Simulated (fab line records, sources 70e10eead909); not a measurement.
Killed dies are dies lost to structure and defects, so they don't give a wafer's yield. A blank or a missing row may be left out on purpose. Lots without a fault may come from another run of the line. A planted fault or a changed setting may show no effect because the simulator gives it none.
A struck lot beside a sound one | flow nand_harc | 14 steps out of a route of 1302
Sound: wafers L676.1, L676.3, L676.6. Struck: wafers L671.1, L671.3, L671.4. The cause comes at the end.
At each step with rows: each side's tool, then ch and its chambers, then its first start. Under that, the readings that differ: sound wafers | struck wafers | difference of the means | sigmas: that difference in standard deviations of wafers without a fault.
alike: readings whose means differ by less than 2 such deviations, and words and numbers that are the same on both sides. not compared: withheld readings, readings that some wafer has no value for, bounds like >300 that may hide the same value, and numbers for which the record gives no deviation and whose values overlap.
The two part at a step that has a row with sigmas, a row that says differs or no value, or rows on one side only. Numbers that don't overlap but have no deviation are shown without sigmas and don't part them. A reading that every wafer of one side lacks parts them only if that side has two wafers or more.

first, 1 step without rows for these wafers: NHARC_A_STAIRCASE_SRD_474.
NHARC_A_STAIRCASE_INSPECT_155:
  sound on defect_inspect-01, day 25 19:00; struck on defect_inspect-02, day 23 03:38
  alike: raw_defect_count
NHARC_A_SGD_CUT_DEP_00: deposits SiNx, target thk 50 nm.
  sound on pecvd-03 ch 0,1,2, day 25 19:21; struck on pecvd-01 ch 0,1, day 23 03:42
  alike: heater_power_w
then, 9 steps without rows for these wafers: NHARC_A_SGD_CUT_DEHYDRATE_01 (time 120 s); NHARC_A_SGD_CUT_HMDS_02 (time 30 s); NHARC_A_SGD_CUT_COAT_56 (time 75 s); NHARC_A_SGD_CUT_COAT_57 (time 65 s); NHARC_A_SGD_CUT_COAT_03 (resist thk 90 nm); NHARC_A_SGD_CUT_SOFTBAKE_04 (time 55 s); NHARC_A_SGD_CUT_EBR_05; NHARC_A_SGD_CUT_EXPOSE_06 (exposes mask SGD); NHARC_A_SGD_CUT_PEB_07 (peb time 65 s).
NHARC_A_SGD_CUT_DEVELOP_08: develop time 35 s.
  sound on litho_track-04 ch 0, day 25 19:00; struck on litho_track-04, day 23 04:00
  no value came back on the struck wafers for chill_plate_temp_C (C), develop_time_s (s), exhaust_pa (Pa); on the sound wafers chill_plate_temp_C (C) reads 23.10 23.15 23.08
NHARC_A_SGD_CUT_CD_MEAS_09: target cd 100 nm.
  sound on cd_sem-02 ch 0, day 25 19:57; struck on cd_sem-01 ch 0, day 23 04:25
  reading    | sound          | struck | difference                    | sigmas
  cd_nm (nm) | 99.8 99.8 98.9 | - - -  | no value on the struck wafers |

WHERE THEY PART
First at NHARC_A_SGD_CUT_DEVELOP_08; last, within this record, at NHARC_A_SGD_CUT_CD_MEAS_09.

WHY: what the simulator had put in
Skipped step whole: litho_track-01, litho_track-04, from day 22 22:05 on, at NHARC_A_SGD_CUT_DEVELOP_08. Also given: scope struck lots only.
